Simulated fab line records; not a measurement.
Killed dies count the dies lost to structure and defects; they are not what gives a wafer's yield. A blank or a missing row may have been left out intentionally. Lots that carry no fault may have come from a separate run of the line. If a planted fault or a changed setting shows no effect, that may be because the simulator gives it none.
Which tool is to blame?	flow n5-finfet	22 lots with 66 wafers sampled at 6 steps, on a route of 1938 steps

## WHAT EACH GAUGE READ, for each wafer
The record holds no reading of a measuring or inspecting step that can be judged against a usual standard deviation.

## EACH LOT AND THE TOOL THAT RAN IT (in order: tool; ch and the chambers of the sampled wafers; start)
lot	N5_BEOL_M0_SAQP_MANDREL1_REMOVE_100	N5_BEOL_M0_SAQP_ETCH_73	N5_BEOL_M0_SAQP_ALD_48	N5_BEOL_M0_SAQP_STRIP_75	N5_BEOL_M0_STRIP_140	N5_BEOL_M0_ANNEAL_117
L074	rie-si-04 ch 0,2,3, day 5 12:29	rie-diel-01 ch 0,1,2, day 5 14:59	ald-sin-01 ch 0,1, day 5 15:12	rie-diel-01 ch 0,1,2, day 5 15:50	rie-diel-05 ch 2,3, day 5 18:25	pvd-sputter-01, day 5 20:42
L075	rie-si-04 ch 1,3, day 5 20:50	rie-diel-01 ch 0,1, day 5 23:25	ald-sin-01 ch 0,3, day 5 23:38	rie-diel-06 ch 2,3, day 6 00:16	rie-diel-04 ch 0,1, day 6 03:46	pvd-sputter-02, day 6 05:26
L076	rie-si-05 ch 1,2,3, day 6 04:18	rie-diel-06 ch 2,3, day 6 06:47	ald-sin-03 ch 0,1,2, day 6 07:01	rie-diel-02 ch 0,3, day 6 07:38	rie-diel-03 ch 0,1,3, day 6 10:52	pvd-sputter-03, day 6 12:22
L077	rie-si-04 ch 0,1,2, day 6 11:03	rie-diel-06 ch 2,3, day 6 13:47	ald-sin-01 ch 1,2, day 6 14:15	rie-diel-06 ch 2,3, day 6 15:01	rie-diel-03 ch 0,1,2, day 6 16:10	pvd-sputter-01, day 6 18:31
L078	rie-si-03 ch 0,1, day 6 14:45	rie-diel-01 ch 2,3, day 6 17:31	ald-sin-02 ch 0,1, day 6 18:58	rie-diel-06 ch 2, day 6 19:39	rie-diel-03 ch 1,2, day 6 21:10	pvd-sputter-03, day 6 23:47
L079	rie-si-03 ch 1,2, day 6 20:04	rie-diel-01 ch 1,2, day 6 23:47	ald-sin-03 ch 0,2, day 7 00:01	rie-diel-06 ch 0,3, day 7 00:41	rie-diel-03 ch 0,2,3, day 7 02:55	pvd-sputter-01, day 7 04:56
L080	rie-si-05 ch 0,3, day 6 21:28	rie-diel-01 ch 0,2,3, day 7 00:17	ald-sin-03 ch 1,3, day 7 00:31	rie-diel-06 ch 1,3, day 7 01:12	rie-diel-03 ch 2,3, day 7 03:55	pvd-sputter-03, day 7 05:32
L081	rie-si-03 ch 0,2,3, day 7 07:37	rie-diel-01 ch 0,1,2, day 7 10:41	ald-sin-02 ch 0,2,3, day 7 12:28	rie-diel-01 ch 1,2,3, day 7 13:08	rie-diel-05 ch 1,2,3, day 7 16:11	pvd-sputter-01, day 7 19:46
L082	rie-si-03 ch 1,2,3, day 7 14:55	rie-diel-01 ch 0,3, day 7 18:44	ald-sin-03 ch 0,1,3, day 7 19:23	rie-diel-02 ch 0,2, day 7 20:01	rie-diel-03 ch 0,2,3, day 7 21:04	pvd-sputter-02, day 8 00:15
L083	rie-si-03 ch 0,1,3, day 7 22:52	rie-diel-02 ch 1,2,3, day 8 01:13	ald-sin-03 ch 0,2, day 8 01:27	rie-diel-01 ch 1,2, day 8 02:04	rie-diel-04 ch 0,1,2, day 8 05:38	pvd-sputter-01, day 8 07:46
L084	rie-si-04 ch 0,1,3, day 8 03:11	rie-diel-06 ch 2,3, day 8 05:29	ald-sin-02 ch 0,2,3, day 8 06:09	rie-diel-01 ch 0,2,3, day 8 06:51	rie-diel-03 ch 0,1,3, day 8 08:14	pvd-sputter-03, day 8 09:45
L085	rie-si-05 ch 2,3, day 8 08:28	rie-diel-06 ch 0,1,3, day 8 11:46	ald-sin-03 ch 0,3, day 8 12:01	rie-diel-06 ch 1,2, day 8 12:38	rie-diel-03 ch 0,2, day 8 13:46	pvd-sputter-03, day 8 17:13
L086	rie-si-03 ch 0,1, day 8 11:23	rie-diel-01 ch 1,2,3, day 8 13:58	ald-sin-03 ch 0,1,2, day 8 14:11	rie-diel-02 ch 0,2,3, day 8 14:49	rie-diel-03 ch 1,2, day 8 19:40	pvd-sputter-01, day 8 22:13
L087	rie-si-05 ch 1,2, day 8 18:06	rie-diel-01 ch 0,1,2, day 8 20:37	ald-sin-03 ch 0,1,2, day 8 20:55	rie-diel-02 ch 1,2,3, day 8 21:32	rie-diel-04 ch 1,2,3, day 8 22:40	pvd-sputter-02, day 9 00:26
L088	rie-si-03 ch 1,3, day 9 06:07	rie-diel-01 ch 2,3, day 9 08:28	ald-sin-02 ch 0,2, day 9 08:41	rie-diel-01 ch 0,2,3, day 9 09:19	rie-diel-03 ch 1,2, day 9 10:47	pvd-sputter-01, day 9 12:26
L089	rie-si-03 ch 1,3, day 9 09:45	rie-diel-01 ch 0,3, day 9 12:19	ald-sin-03 ch 0,1,2, day 9 12:32	rie-diel-01 ch 1,2,3, day 9 13:10	rie-diel-03 ch 2,3, day 9 15:02	pvd-sputter-03, day 9 17:53
L090	rie-si-04 ch 0,2, day 9 13:17	rie-diel-06 ch 1,2,3, day 9 15:57	ald-sin-03 ch 1,3, day 9 16:11	rie-diel-01 ch 0,1,2, day 9 16:48	rie-diel-05 ch 0,2,3, day 9 19:44	pvd-sputter-02, day 9 22:45
L091	rie-si-04 ch 1,2,3, day 9 21:06	rie-diel-06 ch 2,3, day 9 23:47	ald-sin-02 ch 1,2, day 10 00:01	rie-diel-06 ch 0,2, day 10 00:39	rie-diel-05 ch 1,2,3, day 10 01:52	pvd-sputter-02, day 10 03:47
L093	rie-si-05 ch 0,1,3, day 10 06:28	rie-diel-01 ch 1,2,3, day 10 10:25	ald-sin-02 ch 1,2, day 10 10:49	rie-diel-01 ch 1,2,3, day 10 11:55	rie-diel-05 ch 0,1, day 10 13:25	pvd-sputter-01, day 10 16:14
L094	rie-si-05 ch 0,2,3, day 10 14:01	rie-diel-06 ch 1,2,3, day 10 17:12	ald-sin-03 ch 1,2,3, day 10 17:48	rie-diel-02 ch 0,1,2, day 10 18:25	rie-diel-04 ch 0,1, day 11 00:47	pvd-sputter-02, day 11 02:41
L095	rie-si-04 ch 0,2,3, day 10 23:22	rie-diel-01 ch 0,2, day 11 02:02	ald-sin-02 ch 0,1,3, day 11 02:32	rie-diel-06 ch 0,1,3, day 11 03:10	rie-diel-03 ch 2,3, day 11 04:44	pvd-sputter-02, day 11 08:20
L097	rie-si-04 ch 1,2, day 11 07:47	rie-diel-01 ch 1,2, day 11 10:25	ald-sin-01 ch 0,2, day 11 10:39	rie-diel-02 ch 1,2,3, day 11 11:17	rie-diel-04 ch 1,3, day 11 12:20	pvd-sputter-02, day 11 14:11
- N5_BEOL_M0_SAQP_MANDREL1_REMOVE_100: chemistry HBr/Cl2/O2, target a-Si, stops on SiNx, bt time 10 s.
- N5_BEOL_M0_SAQP_ETCH_73: etches SiARC in CF4, target depth 19.5 nm, time 32.5 s.
- N5_BEOL_M0_SAQP_ALD_48: deposits SiO2, target thk 20 nm, pulse time 1 s, co reactant pulse time 1 s.
- N5_BEOL_M0_SAQP_STRIP_75: strips in CF4.
- N5_BEOL_M0_STRIP_140: strips in CF4.
- N5_BEOL_M0_ANNEAL_117: time 60 s.

## WHAT THE TOOLS THEMSELVES READ (means of the sampled wafers that have a number; where no wafer has one, the mark that the record gives instead)
N5_BEOL_M0_SAQP_MANDREL1_REMOVE_100. Usual: drypump-motor-current-A 5.7 A, standard deviation 0.5; he-backside-leak-sccm 2.8 sccm, standard deviation 0.36; oes_o_777_au 0.992 a.u., standard deviation 0.025; oes-product-au 0.996 a.u., standard deviation 0.013; throttle-valve-pct 36.74 %, standard deviation 0.23.
lot	tool	drypump-motor-current-A (A)	he-backside-leak-sccm (sccm)	oes_o_777_au (a.u.)	oes-product-au (a.u.)	throttle-valve-pct (%)	flag
L074	rie-si-04	5.9	3.0	0.979	0.984	36.58	
L075	rie-si-04	5.3	2.7	0.983	0.984	36.67	
L076	rie-si-05	6.2	3.3	1.004	1.006	36.90	
L077	rie-si-04	5.4	2.9	0.971	0.988	36.77	
L078	rie-si-03	5.1	2.6	1.022	1.001	36.71	
L079	rie-si-03	5.5	2.7	0.988	0.993	36.95	
L080	rie-si-05	6.0	2.5	0.988	1.010	36.93	
L081	rie-si-03	5.5	2.6	1.004	1.011	36.78	
L082	rie-si-03	5.7	2.6	0.991	0.997	36.83	
L083	rie-si-03	5.3	2.5	1.018	0.990	36.66	
L084	rie-si-04	5.5	2.9	0.978	0.985	36.56	
L085	rie-si-05	6.0	2.5	1.014	1.016	36.90	
L086	rie-si-03	5.1	2.6	1.023	0.996	36.72	
L087	rie-si-05	6.2	2.7	0.999	1.007	36.88	
L088	rie-si-03	5.7	2.4	1.012	1.000	36.62	
L089	rie-si-03	5.7	2.5	1.013	1.002	36.63	
L090	rie-si-04	5.9	2.9	0.964	0.992	36.68	
L091	rie-si-04	5.7	2.8	0.975	0.986	36.65	
L093	rie-si-05	6.1	2.7	0.989	1.002	36.94	
L094	rie-si-05	6.0	2.5	1.004	1.012	36.91	
L095	rie-si-04	5.9	3.0	0.978	0.981	36.52	
L097	rie-si-04	5.7	2.8	0.971	0.987	36.80	

N5_BEOL_M0_SAQP_ETCH_73. Usual: drypump-motor-current-A 5.5 A, standard deviation 0.53; etch-rf-on-time-s 32.5 s, standard deviation 0.54; oes-product-au 0.68 a.u., standard deviation 0.063; rf-vpp-V 183.7 V, standard deviation 1.1; showerhead-plenum-p-Torr 2.12 Torr, standard deviation 0.066; throttle-valve-pct 15.44 %, standard deviation 0.16.
lot	tool	drypump-motor-current-A (A)	etch-rf-on-time-s (s)	oes-product-au (a.u.)	rf-vpp-V (V)	showerhead-plenum-p-Torr (Torr)	throttle-valve-pct (%)	flag
L074	rie-diel-01	5.4	32.5	0.68	183.6	2.13	15.43	
L075	rie-diel-01	5.8	32.7	0.65	183.7	2.12	15.45	
L076	rie-diel-06	5.7	32.8	0.66	184.3	2.11	15.35	
L077	rie-diel-06	5.7	33.0	0.65	183.3	2.11	15.38	
L078	rie-diel-01	4.8	32.4	0.71	183.8	2.08	15.34	
L079	rie-diel-01	5.2	31.8	0.70	183.0	2.08	15.32	
L080	rie-diel-01	5.2	32.8	0.68	184.7	2.13	15.48	
L081	rie-diel-01	5.4	32.5	0.66	183.7	2.13	15.47	
L082	rie-diel-01	5.0	32.4	0.68	184.3	2.12	15.50	
L083	rie-diel-02	5.9	32.3	0.76	183.6	2.14	15.52	
L084	rie-diel-06	5.7	32.8	0.64	183.4	2.10	15.39	
L085	rie-diel-06	6.1	32.9	0.75	184.0	2.15	15.36	
L086	rie-diel-01	5.1	32.4	0.68	183.2	2.07	15.36	
L087	rie-diel-01	5.5	32.4	0.66	184.0	2.13	15.49	
L088	rie-diel-01	4.9	32.3	0.69	182.8	2.08	15.36	
L089	rie-diel-01	5.0	32.8	0.68	183.2	2.12	15.53	
L090	rie-diel-06	6.1	32.8	0.68	184.3	2.15	15.43	
L091	rie-diel-06	5.7	32.8	0.63	183.0	2.10	15.41	
L093	rie-diel-01	5.2	32.4	0.67	183.5	2.07	15.39	
L094	rie-diel-06	6.0	32.4	0.68	183.0	2.15	15.46	
L095	rie-diel-01	5.5	32.6	0.64	184.1	2.17	15.66	
L097	rie-diel-01	5.2	31.9	0.66	183.1	2.07	15.38	

N5_BEOL_M0_SAQP_ALD_48. Usual: heater-power-w 79 W, standard deviation 6.3; precursor-pulse-height-rel 1.002, standard deviation 0.019.
lot	tool	heater-power-w (W)	precursor-pulse-height-rel	flag
L074	ald-sin-01	77	0.990	
L075	ald-sin-01	69	1.014	
L076	ald-sin-03	77	1.012	
L077	ald-sin-01	86	0.992	
L078	ald-sin-02	79	1.011	
L079	ald-sin-03	74	0.999	
L080	ald-sin-03	85	0.996	
L081	ald-sin-02	81	0.991	
L082	ald-sin-03	82	0.991	
L083	ald-sin-03	74	1.007	
L084	ald-sin-02	80	0.992	
L085	ald-sin-03	83	0.985	
L086	ald-sin-03	76	0.994	
L087	ald-sin-03	78	0.994	
L088	ald-sin-02	81	1.000	
L089	ald-sin-03	78	1.022	
L090	ald-sin-03	87	1.003	
L091	ald-sin-02	77	1.003	
L093	ald-sin-02	77	0.999	
L094	ald-sin-03	80	0.995	
L095	ald-sin-02	79	1.009	
L097	ald-sin-01	71	1.010	

N5_BEOL_M0_SAQP_STRIP_75. Usual: drypump-motor-current-A 5.7 A, standard deviation 0.44; oes-product-au 0.186 a.u., standard deviation 0.021; rf-vpp-V 270.8 V, standard deviation 1.4; showerhead-plenum-p-Torr 1.78 Torr, standard deviation 0.047; throttle-valve-pct 13.44 %, standard deviation 0.18.
lot	tool	drypump-motor-current-A (A)	oes-product-au (a.u.)	rf-vpp-V (V)	showerhead-plenum-p-Torr (Torr)	throttle-valve-pct (%)	flag
L074	rie-diel-01	5.5	0.182	270.6	1.79	13.42	
L075	rie-diel-06	5.8	0.194	270.5	1.76	13.28	
L076	rie-diel-02	5.8	0.162	270.9	1.80	13.65	
L077	rie-diel-06	5.8	0.191	270.3	1.76	13.30	
L078	rie-diel-06	5.6	0.164	270.5	1.77	13.45	
L079	rie-diel-06	5.8	0.223	270.7	1.76	13.19	
L080	rie-diel-06	6.4	0.203	272.7	1.84	13.35	
L081	rie-diel-01	5.1	0.187	269.1	1.74	13.32	
L082	rie-diel-02	6.0	0.201	269.6	1.77	13.51	
L083	rie-diel-01	5.2	0.182	270.2	1.74	13.33	
L084	rie-diel-01	5.1	0.184	271.0	1.79	13.47	
L085	rie-diel-06	6.3	0.188	273.6	1.84	13.45	
L086	rie-diel-02	5.8	0.175	271.5	1.79	13.60	
L087	rie-diel-02	5.9	0.199	271.2	1.79	13.48	
L088	rie-diel-01	5.1	0.182	270.4	1.78	13.49	
L089	rie-diel-01	5.1	0.178	270.0	1.74	13.37	
L090	rie-diel-01	5.5	0.175	271.0	1.78	13.48	
L091	rie-diel-06	5.8	0.200	270.0	1.76	13.32	
L093	rie-diel-01	5.2	0.182	269.5	1.74	13.39	
L094	rie-diel-02	6.0	0.194	270.1	1.76	13.51	
L095	rie-diel-06	6.1	0.197	271.1	1.79	13.35	
L097	rie-diel-02	5.9	0.188	271.5	1.78	13.51	

N5_BEOL_M0_STRIP_140. Usual: drypump-motor-current-A 5.7 A, standard deviation 0.3; oes-product-au 0.76 a.u., standard deviation 0.072; rf-vpp-V 271.7 V, standard deviation 1.7; showerhead-plenum-p-Torr 1.81 Torr, standard deviation 0.057; throttle-valve-pct 13.6 %, standard deviation 0.31.
lot	tool	drypump-motor-current-A (A)	oes-product-au (a.u.)	rf-vpp-V (V)	showerhead-plenum-p-Torr (Torr)	throttle-valve-pct (%)	flag
L074	rie-diel-05	5.7	0.87	271.1	1.78	13.4	
L075	rie-diel-04	6.3	0.70	272.4	1.85	13.8	
L076	rie-diel-03	5.5	0.72	270.9	1.78	13.7	
L077	rie-diel-03	5.6	0.77	271.0	1.82	13.4	
L078	rie-diel-03	5.5	0.79	272.1	1.78	13.2	
L079	rie-diel-03	5.6	0.76	272.8	1.84	13.7	
L080	rie-diel-03	5.7	0.82	273.2	1.86	13.4	
L081	rie-diel-05	5.6	0.80	270.9	1.81	13.5	
L082	rie-diel-03	5.7	0.76	271.8	1.84	13.7	
L083	rie-diel-04	6.3	0.71	272.1	1.83	13.9	
L084	rie-diel-03	5.5	0.71	271.1	1.78	13.7	
L085	rie-diel-03	5.7	0.74	273.8	1.86	13.7	
L086	rie-diel-03	5.6	0.77	270.2	1.78	13.2	
L087	rie-diel-04	6.3	0.72	271.1	1.81	14.0	
L088	rie-diel-03	5.7	0.81	272.7	1.83	13.3	
L089	rie-diel-03	5.6	0.76	272.1	1.82	13.7	
L090	rie-diel-05	5.6	0.82	272.4	1.82	13.4	
L091	rie-diel-05	5.6	0.77	271.7	1.80	13.5	
L093	rie-diel-05	5.6	0.78	272.4	1.88	13.4	
L094	rie-diel-04	6.4	0.77	272.5	1.84	13.7	
L095	rie-diel-03	5.7	0.79	273.3	1.85	13.5	
L097	rie-diel-04	6.4	0.79	271.3	1.81	13.8	

N5_BEOL_M0_ANNEAL_117. Usual: heater-power-w 872 W, standard deviation 70.
lot	tool	heater-power-w (W)	flag
L074	pvd-sputter-01	866	
L075	pvd-sputter-02	962	
L076	pvd-sputter-03	857	
L077	pvd-sputter-01	885	
L078	pvd-sputter-03	877	
L079	pvd-sputter-01	855	
L080	pvd-sputter-03	876	
L081	pvd-sputter-01	848	
L082	pvd-sputter-02	867	
L083	pvd-sputter-01	857	
L084	pvd-sputter-03	809	
L085	pvd-sputter-03	802	
L086	pvd-sputter-01	843	
L087	pvd-sputter-02	864	
L088	pvd-sputter-01	877	
L089	pvd-sputter-03	913	
L090	pvd-sputter-02	1019	
L091	pvd-sputter-02	833	
L093	pvd-sputter-01	864	
L094	pvd-sputter-02	967	
L095	pvd-sputter-02	897	
L097	pvd-sputter-02	975	

## THE ANSWER, worked out from the rows above alone
Rule: a lot is off if the mean of its wafers that have a number lies more than 3 standard deviations from the usual mean. Also off: a lot with no number at a reading for which 4 or more lots have one. All remaining lots with rows at the step are treated as sound. The gauges are gone through in route order, then the tools' own readings, and for those a lot's mean is taken as printed above. At the first step where some lot is off, the reading lying furthest off is the one used; lots without a number count as furthest.
Nothing can be told from this: no lot is off at any reading shown.

## WHAT THE SIMULATOR PUT IN
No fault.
